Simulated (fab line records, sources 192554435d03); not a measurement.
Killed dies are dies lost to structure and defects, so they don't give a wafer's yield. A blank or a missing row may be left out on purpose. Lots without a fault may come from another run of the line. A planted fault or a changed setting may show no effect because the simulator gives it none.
Chamber matching | flow n5_finfet | N5_BEOL_M2_CO_CAP_55 on cvd_co-01: 3 sister chambers
The step material Co, precursor CCTBA/H2, target thk 2 nm, time 102.1 s. 6 wafers are shown with their chamber, then 11 later ones without.

WAFERS WITH THEIR CHAMBER
wafer  | chamber | heater_power_w (W)
L089.2 | 2       | 239
L089.3 | 1       | 211
L092.1 | 1       | 214
L092.2 | 2       | 236
L092.3 | 0       | 219
L092.4 | 0       | 223

WAFERS WITHOUT THEIR CHAMBER
wafer  | heater_power_w (W)
L092.5 | 214
L092.6 | 233
L093.1 | 241
L093.2 | 218
L093.3 | 219
L093.4 | 240
L093.5 | 213
L093.6 | 216
L096.1 | 226
L096.2 | 245
L096.3 | 215

WHICH CHAMBER EACH WENT THROUGH
wafer  | from the rows above     | in truth
L092.5 | 1                       | 1
L092.6 | 2                       | 2
L093.1 | 2                       | 2
L093.2 | can't be placed: 0 or 1 | 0
L093.3 | can't be placed: 0 or 1 | 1
L093.4 | 2                       | 2
L093.5 | 1                       | 1
L093.6 | can't be placed: 1 or 0 | 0
L096.1 | 0                       | 0
L096.2 | 2                       | 2
L096.3 | can't be placed: 1 or 0 | 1
Placed correctly: 7 of 11. Can't be placed from these rows: 4 (the true chamber is among the candidates in 4). Placed wrongly: 0.
How it was worked out, from the rows above alone: a wafer's distance from a chamber is the root of the sum, over the readings, of the square of ((its reading less the chamber's mean) divided by the reading's scatter). The wafer belongs to the nearest chamber; if the next one is less than 2 further off, it can't be placed. A chamber's mean is the mean of its shown wafers. The scatter: the root of (the sum of the squares of (reading less its chamber's mean) over the shown wafers, divided by (wafers less chambers)).
